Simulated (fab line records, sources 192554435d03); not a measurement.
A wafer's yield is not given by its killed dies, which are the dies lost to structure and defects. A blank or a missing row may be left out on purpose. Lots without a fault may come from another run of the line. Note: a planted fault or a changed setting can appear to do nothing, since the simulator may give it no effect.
Lot-split experiment + flow n5 finfet + 21 wafers read from 7 lots, route of 1938 steps

== SPLIT DETAILS ==
At N5_BEOL_M6_EXPOSE_25 (exposes mask V5, target cd 40 nm), the setting dose mj was moved away from the recipe's 45 on 3 of the 21 wafers read, by +3.8% to +6.8%. For the rest of the wafers, this setting stayed at what the recipe calls for.

== FROM THE SPLIT TO THE READING: what the file shows between them, 2 steps ==
- N5_BEOL_M6_PEB_26: peb time 60 s
- N5_BEOL_M6_DEVELOP_27: develop time 30 s

== THE READING ==
Shown in nm: cd nm at N5_BEOL_M6_CD_MEAS_28, with target cd 40 nm. A value of 40.05 nm with a standard deviation of 0.22 nm is what fault-free wafers of this fab line usually give.

| wafer  | tool, chamber at the split | dose mj as run | against the recipe | cd nm, nm | against lot-mates on the recipe |
|--------|----------------------------|----------------|--------------------|-----------|---------------------------------|
| L076.1 | euv scanner-01, 0          | 45             | recipe             | 40.16     | -                               |
| L076.2 | euv scanner-01, 0          | 45             | recipe             | 40.39     | -                               |
| L076.6 | euv scanner-01, 0          | 45             | recipe             | 40.46     | -                               |
| L082.2 | euv scanner-02, 0          | 45             | recipe             | 40.13     | -                               |
| L082.3 | euv scanner-02, 0          | 45             | recipe             | 40.47     | -                               |
| L082.4 | euv scanner-02, 0          | 45             | recipe             | 40.10     | -                               |
| L089.2 | euv scanner-02, 0          | 45             | recipe             | 40.09     | -                               |
| L089.3 | euv scanner-02, 0          | 45             | recipe             | 40.24     | -                               |
| L089.5 | euv scanner-02, 0          | 46.69          | +3.8%              | 40.81     | +0.64                           |
| L087.2 | euv scanner-01, 0          | 45             | recipe             | 40.03     | -                               |
| L087.3 | euv scanner-01, 0          | 45             | recipe             | 40.37     | -                               |
| L087.6 | euv scanner-01, 0          | 45             | recipe             | 40.26     | -                               |
| L092.1 | euv scanner-01, 0          | 45             | recipe             | 39.95     | -                               |
| L092.3 | euv scanner-01, 0          | 45             | recipe             | 40.06     | -                               |
| L092.6 | euv scanner-01, 0          | 45             | recipe             | 39.83     | -                               |
| L094.1 | euv scanner-02, 0          | 48.04          | +6.8%              | 41.99     | +2.09                           |
| L094.3 | euv scanner-02, 0          | 45             | recipe             | 39.90     | -                               |
| L094.4 | euv scanner-02, 0          | 48.04          | +6.8%              | 41.64     | +1.74                           |
| L097.1 | euv scanner-02, 0          | 45             | recipe             | 39.88     | -                               |
| L097.3 | euv scanner-02, 0          | 45             | recipe             | 39.89     | -                               |
| L097.5 | euv scanner-02, 0          | 45             | recipe             | 39.91     | -                               |

FIT RESULTS
A straight line over all 21 wafers: cd nm changes by +0.243 nm for each +1% of dose mj; r = +0.93; the points scatter about the line by 0.21 nm.
The same after taking each lot's own level away (the mean of its wafers on the recipe; 21 wafers): +0.27 nm for each +1%; r = +0.97; scatter 0.15 nm.
The reading moves by 1.8 nm for the largest change in dose mj, on that fit.
Across the lots, their own levels run from 39.893 to 40.337 nm, a range of 2.0 times the standard deviation given above.
The two slopes are in agreement: the lot-to-lot level therefore moves the slope only a little.
Check: with one of the wafers moved furthest among these (+6.8%) left out of the fit, the line predicts +1.6 nm for it against its lot-mates. Against them it came out at +2.09 nm.

== FURTHER SPLITS ON THESE WAFERS ==
Other splits were also applied to these wafers ahead of the reading. Each is held against what the fit with the lots' levels taken away leaves over:
| other split on the same wafers   | wafers away from the commonest value | r with cd nm (lot level and that fit taken away) |
|----------------------------------|--------------------------------------|--------------------------------------------------|
| N5_BEOL_M3_COAT_05 spin rpm      | 9                                    | +0.09                                            |
| N5_BEOL_M5_ETCH_68 bias w        | 3                                    | -0.11                                            |
| N5_BEOL_M5_TRENCH_ETCH_37 bias w | 3                                    | +0.06                                            |

== THE WHOLE CHAIN: every reading that the file lists as answering this split, in the file's order ==
| step                  | what it does                                                | reading                                                        | change (the file's fit)               | r (the file's) |
|-----------------------|-------------------------------------------------------------|----------------------------------------------------------------|---------------------------------------|----------------|
| N5_BEOL_M6_CD_MEAS_28 | target cd 40 nm                                             | cd nm                                                          | +0.258 nm for each +1% of the setting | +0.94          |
| N5_BEOL_M6_DESCUM_33  | chemistry O2, time 7 s                                      | BEOL_M6.cd nm (the simulator's own value, which no gauge read) | +0.278 nm for each +1% of the setting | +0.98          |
| N5_BEOL_M6_ETCH_72    | etches underlayer in N2/H2, target depth 6.5 nm, time 5.2 s | BEOL_M6.cd nm (the simulator's own value, which no gauge read) | +0.255 nm for each +1% of the setting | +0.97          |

== FILE'S OWN FIT ==
cd nm changes by +0.258 nm for each +1% of dose mj, r = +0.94.
